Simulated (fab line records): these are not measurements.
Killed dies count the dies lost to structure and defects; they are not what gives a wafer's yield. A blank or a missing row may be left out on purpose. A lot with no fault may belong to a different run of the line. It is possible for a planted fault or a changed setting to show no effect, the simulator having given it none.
What tool caused it? || flow nand_harc || 39 wafers from 13 lots sampled at 4 of the route's 1302 steps

== WHAT EACH GAUGE READ, for each wafer ==
NHARC_A_BONDPAD_THK_MEAS_20: measures by xrf. Usual: thk_nm 169.7 nm, standard deviation 1.8.
{"lot": "L771", "measured": "day 23 10:50", "on": "film_metro-02", "thk_nm (nm)": "168.0 169.6 170.3", "flag": ""}
{"lot": "L773", "measured": "day 24 04:38", "on": "film_metro-02", "thk_nm (nm)": "170.9 168.9 169.0", "flag": ""}
{"lot": "L774", "measured": "day 24 11:01", "on": "film_metro-02", "thk_nm (nm)": "166.1 170.9 168.1", "flag": ""}
{"lot": "L776", "measured": "day 25 02:17", "on": "film_metro-02", "thk_nm (nm)": "167.6 172.2 168.2", "flag": ""}
{"lot": "L777", "measured": "day 25 17:15", "on": "film_metro-01", "thk_nm (nm)": "173.1 169.9 169.6", "flag": ""}
{"lot": "L778", "measured": "day 26 11:03", "on": "film_metro-01", "thk_nm (nm)": "168.9 168.9 168.2", "flag": ""}
{"lot": "L779", "measured": "day 26 10:29", "on": "film_metro-01", "thk_nm (nm)": "172.7 174.2 171.2", "flag": ""}
{"lot": "L788", "measured": "day 30 10:46", "on": "film_metro-01", "thk_nm (nm)": "169.8 168.4 168.6", "flag": ""}
{"lot": "L789", "measured": "day 30 22:31", "on": "film_metro-02", "thk_nm (nm)": "171.2 173.0 171.8", "flag": ""}
{"lot": "L790", "measured": "day 31 08:04", "on": "film_metro-01", "thk_nm (nm)": "171.1 171.3 168.1", "flag": ""}
{"lot": "L791", "measured": "day 31 01:16", "on": "film_metro-02", "thk_nm (nm)": "170.6 170.7 172.0", "flag": ""}
{"lot": "L792", "measured": "day 32 06:00", "on": "film_metro-02", "thk_nm (nm)": "172.9 170.6 170.3", "flag": ""}
{"lot": "L794", "measured": "day 33 07:16", "on": "film_metro-01", "thk_nm (nm)": "171.4 168.0 168.6", "flag": ""}

NHARC_THIN_TSV_THK_MEAS_02: measures by ir. Usual: thk_nm 2964 nm, standard deviation 230.
{"lot": "L771", "measured": "day 23 22:11", "on": "film_metro-02", "thk_nm (nm)": "3276 2769 2617", "flag": ""}
{"lot": "L773", "measured": "day 24 16:03", "on": "film_metro-01", "thk_nm (nm)": "2970 2975 2985", "flag": ""}
{"lot": "L774", "measured": "day 24 21:36", "on": "film_metro-02", "thk_nm (nm)": "2978 3275 2980", "flag": ""}
{"lot": "L776", "measured": "day 25 14:00", "on": "film_metro-02", "thk_nm (nm)": "2946 3110 3031", "flag": ""}
{"lot": "L777", "measured": "day 26 07:37", "on": "film_metro-01", "thk_nm (nm)": "3004 3298 2722", "flag": ""}
{"lot": "L778", "measured": "day 26 23:04", "on": "film_metro-02", "thk_nm (nm)": "2736 2738 3139", "flag": ""}
{"lot": "L779", "measured": "day 26 21:52", "on": "film_metro-02", "thk_nm (nm)": "2546 2358 2524", "flag": ""}
{"lot": "L788", "measured": "day 30 21:59", "on": "film_metro-02", "thk_nm (nm)": "3044 2997 3078", "flag": ""}
{"lot": "L789", "measured": "day 31 10:26", "on": "film_metro-01", "thk_nm (nm)": "2793 2906 3131", "flag": ""}
{"lot": "L790", "measured": "day 32 01:40", "on": "film_metro-02", "thk_nm (nm)": "2747 3059 3268", "flag": ""}
{"lot": "L791", "measured": "day 31 11:37", "on": "film_metro-02", "thk_nm (nm)": "3134 2960 3058", "flag": ""}
{"lot": "L792", "measured": "day 32 17:42", "on": "film_metro-02", "thk_nm (nm)": "2605 2729 2491", "flag": ""}
{"lot": "L794", "measured": "day 33 18:38", "on": "film_metro-02", "thk_nm (nm)": "3053 3218 3109", "flag": ""}

NHARC_END_SORT_01. Usual: value, then standard deviation, for each; defect_limited_yield 90.5 % / 2.4; killed_at_array 59 / 16; killed_at_other 0.7 / 1.1; killed_at_periphery 4 / 3; killed_dies 64 / 16; killed_open 3.4 / 1.8; killed_short 2.6 / 1.7.
{"lot": "L779", "measured": "day 27 17:26", "on": "prober-02", "defect_limited_yield (%)": "81.1 95.1 81.7", "killed_at_array": "32 24 32", "killed_at_other": "0 1 0", "killed_at_periphery": "96 8 92", "killed_dies": "128 33 124", "killed_open": "5 1 2", "killed_short": "2 0 3", "flag": "OFF"}

== EACH LOT AND THE TOOL THAT RAN IT (in order: tool; ch and the chambers of the sampled wafers; start) ==
{"lot": "L771", "NHARC_P_M1_ETCH_35": "rie_diel-12 ch 0,1, day 6 14:48"}
{"lot": "L773", "NHARC_P_M1_ETCH_35": "rie_diel-03 ch 0,1,2, day 7 03:45"}
{"lot": "L774", "NHARC_P_M1_ETCH_35": "rie_diel-03 ch 0,1,2, day 7 22:02"}
{"lot": "L776", "NHARC_P_M1_ETCH_35": "rie_diel-03 ch 0,1,3, day 8 09:58"}
{"lot": "L777", "NHARC_P_M1_ETCH_35": "rie_diel-12 ch 0,2, day 8 19:26"}
{"lot": "L778", "NHARC_P_M1_ETCH_35": "rie_diel-03 ch 0,1,3, day 8 23:40"}
{"lot": "L779", "NHARC_P_M1_ETCH_35": "rie_diel-03 ch 0,1, day 9 13:22"}
{"lot": "L788", "NHARC_P_M1_ETCH_35": "rie_diel-06 ch 1,3, day 13 18:08"}
{"lot": "L789", "NHARC_P_M1_ETCH_35": "rie_diel-12 ch 0,2,3, day 14 02:54"}
{"lot": "L790", "NHARC_P_M1_ETCH_35": "rie_diel-03 ch 1,3, day 14 09:20"}
{"lot": "L791", "NHARC_P_M1_ETCH_35": "rie_diel-06 ch 0,1,2, day 14 13:19"}
{"lot": "L792", "NHARC_P_M1_ETCH_35": "rie_diel-06 ch 2,3, day 15 00:53"}
{"lot": "L794", "NHARC_P_M1_ETCH_35": "rie_diel-03 ch 0,2,3, day 15 15:20"}
- NHARC_P_M1_ETCH_35: etches the open film in N2/H2, target depth 40 nm, overetch 12 nm, time 43.94 s.

== AS READ BY THE TOOLS THEMSELVES (means over the sampled wafers that have a number; for cases with no such wafer, the mark the record gives instead) ==
NHARC_P_M1_ETCH_35. Usual: drypump_motor_current_A 5.6 A, standard deviation 0.49; oes_product_au 1.001 a.u., standard deviation 0.013; rf_vpp_V 431.3 V, standard deviation 2.6; showerhead_plenum_p_Torr 2.07 Torr, standard deviation 0.09; throttle_valve_pct 14.171 %, standard deviation 0.0095.
{"lot": "L771", "tool": "rie_diel-12", "drypump_motor_current_A (A)": 5.5, "oes_product_au (a.u.)": 1.007, "rf_vpp_V (V)": 428.0, "showerhead_plenum_p_Torr (Torr)": 1.99, "throttle_valve_pct (%)": 14.163, "flag": ""}
{"lot": "L773", "tool": "rie_diel-03", "drypump_motor_current_A (A)": 5.4, "oes_product_au (a.u.)": 1.007, "rf_vpp_V (V)": 432.5, "showerhead_plenum_p_Torr (Torr)": 2.10, "throttle_valve_pct (%)": 14.161, "flag": ""}
{"lot": "L774", "tool": "rie_diel-03", "drypump_motor_current_A (A)": 5.4, "oes_product_au (a.u.)": 1.010, "rf_vpp_V (V)": 430.9, "showerhead_plenum_p_Torr (Torr)": 2.10, "throttle_valve_pct (%)": 14.171, "flag": ""}
{"lot": "L776", "tool": "rie_diel-03", "drypump_motor_current_A (A)": 5.5, "oes_product_au (a.u.)": 1.000, "rf_vpp_V (V)": 432.0, "showerhead_plenum_p_Torr (Torr)": 2.08, "throttle_valve_pct (%)": 14.169, "flag": ""}
{"lot": "L777", "tool": "rie_diel-12", "drypump_motor_current_A (A)": 5.9, "oes_product_au (a.u.)": 0.991, "rf_vpp_V (V)": 433.4, "showerhead_plenum_p_Torr (Torr)": 2.16, "throttle_valve_pct (%)": 14.177, "flag": ""}
{"lot": "L778", "tool": "rie_diel-03", "drypump_motor_current_A (A)": 5.4, "oes_product_au (a.u.)": 0.995, "rf_vpp_V (V)": 431.7, "showerhead_plenum_p_Torr (Torr)": 2.08, "throttle_valve_pct (%)": 14.174, "flag": ""}
{"lot": "L779", "tool": "rie_diel-03", "drypump_motor_current_A (A)": 5.6, "oes_product_au (a.u.)": 1.007, "rf_vpp_V (V)": 431.7, "showerhead_plenum_p_Torr (Torr)": 2.08, "throttle_valve_pct (%)": 14.168, "flag": ""}
{"lot": "L788", "tool": "rie_diel-06", "drypump_motor_current_A (A)": 5.8, "oes_product_au (a.u.)": 1.006, "rf_vpp_V (V)": 432.4, "showerhead_plenum_p_Torr (Torr)": 2.09, "throttle_valve_pct (%)": 14.169, "flag": ""}
{"lot": "L789", "tool": "rie_diel-12", "drypump_motor_current_A (A)": 5.6, "oes_product_au (a.u.)": 1.006, "rf_vpp_V (V)": 431.2, "showerhead_plenum_p_Torr (Torr)": 2.07, "throttle_valve_pct (%)": 14.173, "flag": ""}
{"lot": "L790", "tool": "rie_diel-03", "drypump_motor_current_A (A)": 5.1, "oes_product_au (a.u.)": 0.989, "rf_vpp_V (V)": 430.8, "showerhead_plenum_p_Torr (Torr)": 2.03, "throttle_valve_pct (%)": 14.168, "flag": ""}
{"lot": "L791", "tool": "rie_diel-06", "drypump_motor_current_A (A)": 6.1, "oes_product_au (a.u.)": 0.982, "rf_vpp_V (V)": 429.6, "showerhead_plenum_p_Torr (Torr)": 2.05, "throttle_valve_pct (%)": 14.175, "flag": ""}
{"lot": "L792", "tool": "rie_diel-06", "drypump_motor_current_A (A)": 6.2, "oes_product_au (a.u.)": 0.984, "rf_vpp_V (V)": 428.5, "showerhead_plenum_p_Torr (Torr)": 1.99, "throttle_valve_pct (%)": 14.174, "flag": ""}
{"lot": "L794", "tool": "rie_diel-03", "drypump_motor_current_A (A)": 5.5, "oes_product_au (a.u.)": 1.001, "rf_vpp_V (V)": 432.8, "showerhead_plenum_p_Torr (Torr)": 2.14, "throttle_valve_pct (%)": 14.172, "flag": ""}

== THE ANSWER, worked out from the rows above alone ==
Rule: lot off if the mean of its wafers having a number is beyond 3 standard deviations from the usual mean. A lot without any number at a reading at which 4 lots or more have one is off too. The other lots that the step has rows for count as sound. Order of review: gauges by route order, followed by the tools' own readings, for which a lot's mean as printed above is used. The first step at which some lot is off is used, and at that step the reading that is off furthest; a lot without a number counts as furthest.
Off: L779, at NHARC_END_SORT_01 (killed_at_periphery). Neither off nor sound, because the step has no rows for them: L771, L773, L774, L776, L777, L778, L788, L789, L790, L791, L792, L794.
If a tool, at a process step before that reading, ran all the lots that are off and no sound lot after the first of them, it fits. Those tools and the gauges at NHARC_END_SORT_01 are tried in the same way. 2 tools fit, rie_diel-03 at NHARC_P_M1_ETCH_35 and prober-02 at NHARC_END_SORT_01, so this cannot tell which one it is.

== WHAT THE SIMULATOR HAD INSERTED ==
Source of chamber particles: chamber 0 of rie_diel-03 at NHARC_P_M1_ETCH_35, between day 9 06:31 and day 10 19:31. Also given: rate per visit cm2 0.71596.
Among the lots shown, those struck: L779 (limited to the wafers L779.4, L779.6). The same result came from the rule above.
